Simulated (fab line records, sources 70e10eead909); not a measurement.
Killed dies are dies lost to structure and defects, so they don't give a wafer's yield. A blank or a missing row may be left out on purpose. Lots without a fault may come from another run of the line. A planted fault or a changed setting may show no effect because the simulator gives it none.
One fault seen from 2 desks | flow nand_harc | each desk has only its own numbers; what lay behind them comes last

THE DEFECT DESK
What the inspections along the route counted, lot by lot: means of the sampled wafers that have a number. A lot is out of limits, marked OUT, if its mean lies more than 4 standard deviations from the usual mean; the brackets give that distance.
Columns: A = raw_defect_count at NHARC_A_SLIT_INSPECT_11, usual 21
lot  | first seen here | A
L704 | day 14 12:23    | 8
L703 | day 14 15:40    | 7
L709 | day 15 10:34    | 25
L708 | day 15 10:49    | 9
L712 | day 16 14:48    | 11
L717 | day 17 10:10    | 44
L715 | day 17 21:55    | 17
L716 | day 18 09:17    | 34
L720 | day 18 11:21    | 15
L722 | day 19 00:58    | 38
L721 | day 19 02:54    | 13
L725 | day 19 21:21    | 21
L726 | day 20 08:18    | 15
This desk's finding: nothing out of limits on any of the 13 lots.

THE TOOL OWNER'S DESK: ald_hk-02
The tool's own readings at NHARC_A_WL_FILL_ALD_00 (deposits Al2O3, target thk 3 nm, pulse time 3 s, ald cycles 30): means of the sampled wafers that have a number, for each lot that ran on this tool. A lot is out of limits, marked OUT, if its mean lies more than 4 standard deviations from the usual mean; the brackets give that distance.
Columns: A = heater_power_w at NHARC_A_WL_FILL_ALD_00, usual 496 W; B = precursor_pulse_height_rel at NHARC_A_WL_FILL_ALD_00, usual 0.998
lot  | first seen here | A   | B
L708 | day 15 19:54    | 484 | 1.023
L715 | day 18 10:38    | 516 | 1.000
L716 | day 18 19:21    | 522 | 1.022
This desk's finding: nothing out of limits on any of the 3 lots.

PUT TOGETHER
The defect desk saw nothing out of limits.
The tool owner's desk saw nothing out of limits.

WHAT THE SIMULATOR HAD PUT IN
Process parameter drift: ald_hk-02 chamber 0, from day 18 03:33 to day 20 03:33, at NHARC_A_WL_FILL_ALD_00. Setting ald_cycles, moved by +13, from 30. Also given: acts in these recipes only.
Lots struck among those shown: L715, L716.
